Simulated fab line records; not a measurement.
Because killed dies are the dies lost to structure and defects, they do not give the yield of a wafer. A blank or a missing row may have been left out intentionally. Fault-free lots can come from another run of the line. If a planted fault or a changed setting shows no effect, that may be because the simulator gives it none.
fab line records | flow n5-finfet | part 1 of 2: steps 1 to 4 of 6
record: lots: 23 wafers: 69 last-day: 18
route steps=1938 shown BEOL_M10@1492 BEOL_M11@1549
lots with no fault: from the same line, run without faults
start-h: hours from the record's opening day to when the first of the lot's shown wafers began | wait-h: hours since the lot's step before | " unchanged from the row above | L1.1+2: several wafers, shown together as one row | - either no value or no given start | * or withheld: withheld | < > ~ a bound
route shown NAME@n: a module of which the file shows steps, and the number in the route of the first | usual: average and standard deviation across the fault-free wafers | same: alike in all rows | chamber/n: place in a boat | sites: the reading at each site | _std_site: the values' standard deviation | _edge_site: inner sites' mean taken away from outer sites' mean | radius-mm: how far each site lies from the wafer's centre | mask NAME#n: copy n | behind: the most recent tool/chamber to have shaped the wafer | hold: the reason the lot was held/the length of the hold in hours/how it ended | device: names the non-switching transistor (n, p or np) | end of line: at the end of the route, the tests of the same wafers | a step with no rows: only its recipe | killed: at the first sort, the dies lost to defects and structure; wafer yield is something else | map: dies across one wafer; x = killed, . = not, _ = none there
set.NAME: the setting as run; set.NAME@STEP: as run at that earlier step | model.NAME: the simulator's own value behind a step, which no gauge read
a sample of lots followed through the steps of the route, with each step as a table and each wafer as a row
services: from which hour (start-h, from the record's first day; less than 0 if before it) a tool's chamber was out of use, for how many hours, and why
== steps ==
step: N5_BEOL_M10_STRIP_19
recipe: chemistry: O2 power-w: 400 temp-c: 40 pressure-mtorr: 30 rf-frequency-hz: 6e+07 bias-power-w: 0 overash-fraction: 0.2 o2-flow-sccm: 225
usual: drypump-motor-current-A: 5.7/0.45 o2-flow-sccm: 224.9/0.67 oes-product-au: 0.78/0.079 rf-vpp-V: 3.7/0.55 showerhead-plenum-p-Torr: 2.11/0.079 throttle-valve-pct: 16.69/0.25
columns lot.wafer tool chamber start-h wait-h drypump-motor-current-A o2-flow-sccm oes-product-au rf-hours-counter-h rf-vpp-V showerhead-plenum-p-Torr throttle-valve-pct
L075.1 rie-diel-01 1 230.57 0.1 5.6 224.2 0.82 73 3.0 2.20 16.42
L075.2 " 0 " " 5.6 225.3 0.71 200 3.8 1.99 16.90
L075.5 " 2 " " 5.0 223.6 0.67 - 3.3 2.15 17.06
L076.2 rie-diel-01 1 235.47 0.1 5.6 225.2 0.81 76 2.7 2.20 16.43
L076.4 " 1 " " 5.6 225.0 0.82 - 3.1 2.20 16.43
L076.5 " 3 " " 6.2 225.8 0.75 - 4.7 2.19 16.72
L077.3 rie-diel-02 3 239.31 0.1 5.9 223.6 0.73 157 3.7 2.01 16.55
L077.5 " 1 " " 6.5 224.0 0.69 - 3.4 2.15 16.84
L077.6 " 2 " " 6.1 224.0 0.75 - 4.3 2.20 16.58
L078.1 rie-diel-01 3 244.43 0.1 6.2 225.3 0.74 157 3.7 2.18 16.73
L078.4 " 1 " " 5.6 223.4 0.81 - 3.9 2.20 16.45
L078.5 " 0 " " 5.7 224.8 0.71 - 4.1 1.99 16.91
L079.1 rie-diel-06 1 255.29 0.1 5.0 225.1 0.87 43 3.3 2.03 16.42
L079.3 " 2 " " 5.5 224.9 0.72 201 3.9 2.17 17.09
L079.5 " 2 " " 5.4 225.0 0.71 - 3.1 2.16 17.09
L080.2 rie-diel-06 0 260.56 0.1 5.7 225.3 0.86 53 3.8 2.04 16.50
L080.5 " 2 " " 5.5 224.9 0.72 - 4.3 2.16 17.08
L080.6 " 3 " " 6.4 224.9 0.75 - 3.9 2.08 16.94
L081.1 rie-diel-02 1 263.72 0.1 6.5 225.3 0.69 246 3.2 2.15 16.83
L081.2 " 3 " " 5.9 224.9 0.72 161 3.5 2.01 16.55
L081.3 " 2 " " 6.1 224.8 0.75 137 3.5 2.20 16.61
L084.1 rie-diel-01 3 263.73 0.1 6.2 224.0 0.74 163 3.1 2.18 16.73
L084.3 " 1 " " 5.6 225.9 0.79 93 2.9 2.19 16.44
L084.6 " 0 " " 5.7 224.4 0.70 - 3.5 1.98 16.94
L082.1 rie-diel-01 0 270.55 0.1 5.6 224.5 0.70 223 4.1 1.98 16.93
L082.3 " 1 " " 5.6 225.3 0.80 95 5.2 2.19 16.44
L082.5 " 0 " " 5.6 224.8 0.69 - 2.8 1.98 16.92
L083.2 rie-diel-06 3 281.24 0.1 6.4 224.6 0.74 169 3.5 2.08 16.94
L083.5 " 0 " " 5.7 224.9 0.85 - 3.4 2.04 16.51
L083.6 " 2 " " 5.4 226.7 0.70 - 3.1 2.16 17.11
L086.3 rie-diel-01 0 289.85 0.1 5.6 225.9 0.69 230 4.6 1.98 16.95
L086.4 " 2 " " 5.0 224.9 0.95 8 3.1 2.14 16.62
L086.5 " 1 " " 5.6 224.2 0.79 - 3.3 2.19 16.47
L085.2 rie-diel-06 2 291.32 0.1 5.4 226.4 0.70 219 3.4 2.16 17.14
L085.5 " 1 " " 5.0 223.8 0.84 - 3.8 2.03 16.44
L085.6 " 0 " " 5.7 224.2 0.85 - 3.6 2.04 16.50
L088.2 rie-diel-06 0 305.21 0.1 5.7 224.8 0.84 71 3.8 2.04 16.54
L088.3 " 3 " " 6.4 225.4 0.74 179 3.3 2.08 16.94
L088.5 " 3 " " 6.4 226.0 0.74 - 3.8 2.08 16.94
L087.1 rie-diel-02 0 308.17 0.4 5.5 224.6 0.88 40 3.8 2.22 16.31
L087.4 " 3 " " 5.8 225.0 0.72 177 2.1 2.00 16.58
L087.5 " 3 " " 5.8 225.7 0.72 - 3.3 2.00 16.58
L090.1 rie-diel-02 1 312.35 0.1 6.5 225.0 0.94 7 4.0 2.15 16.38
L090.2 " 3 " " 5.9 224.4 0.72 179 3.0 2.00 16.60
L090.3 " 0 " " 5.5 225.8 0.88 42 3.4 2.22 16.32
L089.1 rie-diel-02 3 312.58 0.1 5.8 225.6 0.72 179 3.9 2.00 16.59
L089.2 " 0 " " 5.5 225.2 0.89 42 2.7 2.22 16.29
L089.4 " 1 " " 6.5 224.8 0.95 7 4.2 2.15 16.40
L092.4 rie-diel-01 3 323.23 0.1 6.2 224.2 0.73 184 4.1 2.17 16.75
L092.5 " 2 " " 5.0 224.6 0.92 - 3.2 2.14 16.62
L092.6 " 3 " " 6.2 224.7 0.73 - 4.4 2.17 16.75
L095.1 rie-diel-01 0 332.11 0.1 5.7 225.4 0.68 245 4.3 1.97 16.99
L095.2 " 3 " " 6.2 224.7 0.72 187 4.3 2.17 16.78
L095.3 " 1 " " 5.6 226.2 0.79 116 4.2 2.18 16.50
L093.1 rie-diel-06 1 335.09 0.1 5.0 225.6 0.82 67 4.4 2.02 16.48
L093.4 " 2 " " 5.4 224.9 0.69 233 3.6 2.15 17.16
L093.6 " 1 " " 5.0 226.1 0.82 - 3.4 2.02 16.46
L094.1 rie-diel-02 3 341.17 0.1 5.9 225.7 0.70 189 4.1 2.00 16.60
L094.2 " 2 " " 6.1 225.1 0.73 167 3.3 2.19 16.67
L094.3 " 0 " " 5.5 224.1 0.86 52 3.9 2.21 16.35
L096.1 rie-diel-06 3 348.95 0.1 6.4 226.2 0.72 195 3.6 2.07 16.99
L096.3 " 1 " " 5.0 224.9 0.82 73 3.7 2.02 16.47
L096.4 " 0 " " 5.7 226.0 0.83 87 3.9 2.03 16.56
L097.1 rie-diel-01 2 353.22 0.1 5.1 225.0 0.89 30 4.1 2.14 16.65
L097.3 " 3 " " 6.2 225.7 0.71 195 3.8 2.17 16.78
L097.6 " 3 " " 6.2 223.9 0.72 - 4.4 2.17 16.78
L091.3 rie-diel-06 0 369.07 0.1 5.7 225.1 0.81 93 3.9 2.03 16.56
L091.4 " 2 " " 5.4 224.9 0.68 - 3.1 2.15 17.20
L091.6 " 0 " " 5.7 224.6 0.81 - 3.5 2.03 16.55
step: N5_BEOL_M10_RS_MEAS_57
recipe: thk-meas-gauge: four-point-probe reads: Cu_of_BEOL_M10_ECD_50+Co_of_BEOL_M10_CVD_75+TaN_of_BEOL_M10_ALD_74
usual: M10_RS: 0.1512/0.0028
columns lot.wafer tool chamber start-h wait-h M10_RS[ohm/sq]
L075.1 film-metro-02 - 234.51 0.1 0.1495
L075.2 " - " " 0.1506
L075.5 " - " " 0.1528
L076.2 film-metro-02 - 240.25 0.1 0.1497
L076.4 " - " " 0.1524
L076.5 " - " " 0.1508
L077.3 film-metro-01 - 243.45 0.1 0.1519
L077.5 " - " " 0.1556
L077.6 " - " " 0.1512
L078.1 film-metro-01 - 249.14 0.1 0.1462
L078.4 " - " " 0.1479
L078.5 " - " " 0.1464
L079.1 film-metro-01 - 260.84 0.1 0.1499
L079.3 " - " " 0.1495
L079.5 " - " " 0.1491
L080.2 film-metro-02 - 266.19 0.1 0.1512
L080.5 " - " " 0.1490
L080.6 " - " " 0.1536
L084.1 film-metro-02 - 268.47 0.1 0.1505
L084.3 " - " " 0.1487
L084.6 " - " " 0.1530
L081.1 film-metro-02 - 269.59 0.1 0.1460
L081.2 " - " " 0.1502
L081.3 " - " " 0.1483
L082.1 film-metro-01 - 275.15 0.1 0.1584
L082.3 " - " " 0.1470
L082.5 " - " " 0.1476
L083.2 film-metro-02 - 286.47 0.1 0.1485
L083.5 " - " " 0.1531
L083.6 " - " " 0.1479
L086.3 film-metro-02 - 294.13 0.1 0.1520
L086.4 " - " " 0.1539
L086.5 " - " " 0.1501
L085.2 film-metro-02 - 294.92 0.1 0.1541
L085.5 " - " " 0.1554
L085.6 " - " " 0.1526
L088.2 film-metro-01 - 309.37 0.1 0.1534
L088.3 " - " " 0.1500
L088.5 " - " " 0.1534
L087.1 film-metro-02 - 313.13 0.1 0.1511
L087.4 " - " " 0.1488
L087.5 " - " " 0.1481
L089.1 film-metro-01 - 317.10 0.1 0.1523
L089.2 " - " " 0.1527
L089.4 " - " " 0.1487
L090.1 film-metro-01 - 318.32 0.1 0.1520
L090.2 " - " " 0.1517
L090.3 " - " " 0.1516
L092.4 film-metro-01 - 328.48 0.0 0.1518
L092.5 " - " " 0.1519
L092.6 " - " " 0.1509
L095.1 film-metro-01 - 335.34 0.1 0.1515
L095.2 " - " " 0.1538
L095.3 " - " " 0.1507
L093.1 film-metro-01 - 338.66 0.1 0.1521
L093.4 " - " " 0.1527
L093.6 " - " " 0.1544
L094.1 film-metro-01 - 347.51 0.1 0.1471
L094.2 " - " " 0.1483
L094.3 " - " " 0.1513
L096.1 film-metro-01 - 355.79 0.1 0.1524
L096.3 " - " " 0.1478
L096.4 " - " " 0.1506
L097.1 film-metro-01 - 357.92 0.1 0.1543
L097.3 " - " " 0.1532
L097.6 " - " " 0.1532
L091.3 film-metro-01 - 374.61 0.1 0.1485
L091.4 " - " " 0.1490
L091.6 " - " " 0.1447
step: N5_BEOL_M11_CD_MEAS_11
recipe: target-cd-nm: 64.1 landing-energy-ev: 500 detector: se-inlens polarity: opening
usual: cd-nm: 64.1/0.59
columns lot.wafer tool chamber start-h wait-h cd-nm
L075.1 cd-sem-02 0 238.39 - 64.3
L075.2 " 0 " " 64.6
L075.5 " 0 " " 63.7
L076.2 cd-sem-03 0 242.18 - 65.1
L076.4 " 0 " " 64.1
L076.5 " 0 " " 64.2
L077.3 cd-sem-03 0 245.71 - 63.4
L077.5 " 0 " " 64.0
L077.6 " 0 " " 63.6
L078.1 cd-sem-02 0 252.22 - 64.0
L078.4 " 0 " " 64.2
L078.5 " 0 " " 64.2
L079.1 cd-sem-01 0 262.88 - 64.6
L079.3 " 0 " " 64.2
L079.5 " 0 " " 64.4
L080.2 cd-sem-01 0 268.73 - 64.0
L080.5 " 0 " " 64.8
L080.6 " 0 " " 63.8
L084.1 cd-sem-03 0 269.98 - 63.2
L084.3 " 0 " " 63.1
L084.6 " 0 " " 63.4
L081.1 cd-sem-02 0 272.94 - 65.4
L081.2 " 0 " " 64.0
L081.3 " 0 " " 64.6
L082.1 cd-sem-03 0 277.80 - 62.5
L082.3 " 0 " " 64.2
L082.5 " 0 " " 62.5
L083.2 cd-sem-03 0 288.93 - 62.9
L083.5 " 0 " " 63.7
L083.6 " 0 " " 63.4
L086.3 cd-sem-03 0 297.14 - 63.9
L086.4 " 0 " " 64.1
L086.5 " 0 " " 63.7
L085.2 cd-sem-02 0 297.36 - 64.4
L085.5 " 0 " " 64.7
L085.6 " 0 " " 64.6
L088.2 cd-sem-03 0 311.98 - 64.5
L088.3 " 0 " " 64.7
L088.5 " 0 " " 64.5
L087.1 cd-sem-02 0 315.42 - 64.1
L087.4 " 0 " " 64.6
L087.5 " 0 " " 64.3
L089.1 cd-sem-03 0 318.62 - 63.6
L089.2 " 0 " " 63.3
L089.4 " 0 " " 62.9
L090.1 cd-sem-02 0 319.46 - 63.7
L090.2 " 0 " " 63.3
L090.3 " 0 " " 64.3
L092.4 cd-sem-03 0 330.76 - 63.8
L092.5 " 0 " " 63.7
L092.6 " 0 " " 63.6
L095.1 cd-sem-03 0 336.84 - 64.0
L095.2 " 0 " " 64.5
L095.3 " 0 " " 64.1
L093.1 cd-sem-01 0 340.70 - 65.6
L093.4 " 0 " " 65.2
L093.6 " 0 " " 64.9
L094.1 cd-sem-01 0 348.84 - 64.2
L094.2 " 0 " " 63.7
L094.3 " 0 " " 64.2
L096.1 cd-sem-01 0 357.51 - 64.3
L096.3 " 0 " " 63.8
L096.4 " 0 " " 63.8
L097.1 cd-sem-03 0 361.72 - 64.7
L097.3 " 0 " " 64.5
L097.6 " 0 " " 64.7
L091.3 cd-sem-01 0 377.46 - 64.2
L091.4 " 0 " " 64.8
L091.6 " 0 " " 64.0
step: N5_BEOL_M11_DESCUM_16
recipe: chemistry: O2 time-s: 7.9 source-power-w: 50 bias-power-w: 20 pressure-mtorr: 20 rf-frequency-hz: 2.712e+07 temp-c: 40 resist: CAR-ArF o2-flow-sccm: 225
usual: drypump-motor-current-A: 5.7/0.42 o2-flow-sccm: 224.9/0.65 oes-product-au: 0.79/0.07 rf-vpp-V: 243.3/1.6 showerhead-plenum-p-Torr: 2.10/0.084 throttle-valve-pct: 20.44/0.2
columns lot.wafer tool chamber start-h wait-h drypump-motor-current-A o2-flow-sccm oes-product-au rf-hours-counter-h rf-vpp-V showerhead-plenum-p-Torr throttle-valve-pct
L075.1 rie-diel-05 1 238.90 0.4 5.3 225.6 0.85 73 244.9 2.21 20.23
L075.2 " 0 " " 6.4 225.3 0.85 67 243.0 2.04 20.67
L075.5 " 3 " " 5.3 224.2 0.69 - 242.2 2.06 20.34
L076.2 rie-diel-05 2 242.27 0.0 5.4 225.0 0.84 88 244.2 2.21 20.39
L076.4 " 0 " " 6.3 224.4 0.84 - 241.8 2.04 20.68
L076.5 " 1 " " 5.3 224.5 0.85 - 244.6 2.21 20.25
L077.3 rie-diel-03 0 245.79 0.0 5.4 224.4 0.74 170 241.8 2.08 20.57
L077.5 " 2 " " 6.1 226.4 0.82 - 243.7 2.11 20.20
L077.6 " 3 " " 6.1 225.4 0.89 - 245.4 2.22 20.49
L078.1 rie-diel-05 2 252.30 0.0 5.5 224.4 0.82 93 244.2 2.21 20.39
L078.4 " 0 " " 6.3 224.1 0.83 - 241.6 2.04 20.69
L078.5 " 2 " " 5.4 224.5 0.83 - 244.8 2.21 20.40
L079.1 rie-diel-03 3 262.97 0.0 6.1 224.7 0.90 40 246.1 2.22 20.50
L079.3 " 1 " " 6.0 225.1 0.71 214 241.8 1.99 20.48
L079.5 " 0 " " 5.4 224.1 0.74 - 243.3 2.08 20.57
L080.2 rie-diel-04 1 268.82 0.0 5.4 224.6 0.81 77 242.7 2.03 20.78
L080.5 " 3 " " 6.0 225.4 0.72 - 241.6 1.99 20.39
L080.6 " 2 " " 4.8 223.8 0.71 - 245.4 2.16 20.24
L084.1 rie-diel-05 2 270.07 0.0 5.4 224.8 0.82 100 245.8 2.20 20.40
L084.3 " 1 " " 5.3 225.9 0.84 84 244.1 2.20 20.26
L084.6 " 1 " " 5.3 225.2 0.83 - 244.8 2.20 20.26
L081.1 rie-diel-05 1 273.03 0.0 5.3 225.3 0.83 86 244.7 2.20 20.27
L081.2 " 0 " " 6.3 225.2 0.83 80 241.4 2.03 20.71
L081.3 " 3 " " 5.3 223.6 0.99 1 243.3 2.06 19.99
L082.1 rie-diel-03 3 277.89 0.0 6.1 225.0 0.88 45 245.1 2.22 20.51
L082.3 " 1 " " 6.0 225.5 0.71 219 240.4 1.99 20.48
L082.5 " 1 " " 6.0 225.3 0.71 - 242.5 1.99 20.48
L083.2 rie-diel-03 0 289.06 0.1 5.4 225.4 0.73 180 242.3 2.08 20.58
L083.5 " 2 " " 6.2 224.3 0.80 - 243.1 2.10 20.22
L083.6 " 1 " " 6.0 225.6 0.71 - 241.1 1.99 20.50
L086.3 rie-diel-03 0 297.83 0.6 5.4 224.3 0.73 183 242.3 2.08 20.58
L086.4 " 1 " " 6.0 223.8 0.71 225 241.2 1.98 20.49
L086.5 " 1 " " 5.9 224.3 0.71 - 242.0 1.98 20.49
L085.2 rie-diel-03 0 298.08 0.7 5.4 225.1 0.73 183 242.7 2.08 20.60
L085.5 " 1 " " 6.0 225.7 0.71 - 239.9 1.98 20.49
L085.6 " 0 " " 5.4 225.3 0.73 - 243.3 2.08 20.58
L088.2 rie-diel-03 0 313.37 1.3 5.4 224.3 0.72 191 242.6 2.07 20.60
L088.3 " 3 " " 6.1 224.3 0.86 60 245.7 2.21 20.52
L088.5 " 0 " " 5.4 224.8 0.72 - 243.8 2.07 20.60
L087.1 rie-diel-05 2 316.05 0.6 5.4 224.6 0.81 116 245.1 2.20 20.44
L087.4 " 0 " " 6.3 225.0 0.82 96 242.3 2.03 20.71
L087.5 " 0 " " 6.3 226.0 0.82 - 242.7 2.03 20.73
L089.1 rie-diel-03 3 319.00 0.3 6.0 224.5 0.86 63 245.5 2.21 20.54
L089.2 " 1 " " 6.0 225.6 0.70 236 241.6 1.98 20.51
L089.4 " 1 " " 6.0 224.2 0.70 - 240.5 1.98 20.50
L090.1 rie-diel-05 0 320.16 0.6 6.3 224.6 0.81 97 243.9 2.03 20.72
L090.2 " 2 " " 5.4 225.2 0.80 118 246.0 2.20 20.42
L090.3 " 3 " " 5.3 225.2 0.93 18 241.9 2.05 20.00
L092.4 rie-diel-05 3 330.93 0.1 5.3 224.7 0.92 23 243.3 2.05 20.02
L092.5 " 3 " " 5.4 224.6 0.92 - 243.0 2.05 20.01
L092.6 " 0 " " 6.4 224.9 0.80 - 241.6 2.02 20.72
L095.1 rie-diel-05 1 337.35 0.5 5.3 224.5 0.81 111 244.2 2.19 20.30
L095.2 " 2 " " 5.4 225.0 0.80 125 244.2 2.20 20.45
L095.3 " 0 " " 6.3 226.6 0.80 107 243.6 2.02 20.75
L093.1 rie-diel-03 0 341.93 1.2 5.4 225.2 0.72 206 243.1 2.07 20.64
L093.4 " 3 " " 6.0 225.3 0.85 74 244.6 2.21 20.56
L093.6 " 1 " " 5.9 225.2 0.70 - 241.7 1.98 20.53
L094.1 rie-diel-03 1 348.96 0.1 6.0 224.7 0.68 249 241.7 1.98 20.54
L094.2 " 0 " " 5.4 225.9 0.71 208 243.9 2.07 20.63
L094.3 " 2 " " 6.2 223.6 0.78 123 243.0 2.10 20.25
L096.1 rie-diel-05 0 357.60 0.0 6.3 225.9 0.80 114 242.8 2.02 20.75
L096.3 " 3 " " 5.3 223.3 0.90 34 244.2 2.04 20.02
L096.4 " 1 " " 5.3 224.3 0.80 118 244.6 2.19 20.30
L097.1 rie-diel-03 0 361.88 0.1 5.4 224.7 0.70 213 242.8 2.07 20.63
L097.3 " 3 " " 6.1 224.6 0.84 81 245.2 2.20 20.58
L097.6 " 0 " " 5.4 225.0 0.71 - 244.2 2.07 20.63
L091.3 rie-diel-04 3 377.90 0.4 6.0 225.2 0.71 205 242.4 1.98 20.41
L091.4 " 1 " " 5.4 225.1 0.79 99 241.6 2.02 20.80
L091.6 " 0 " " 6.3 225.7 0.70 - 241.5 2.07 20.46
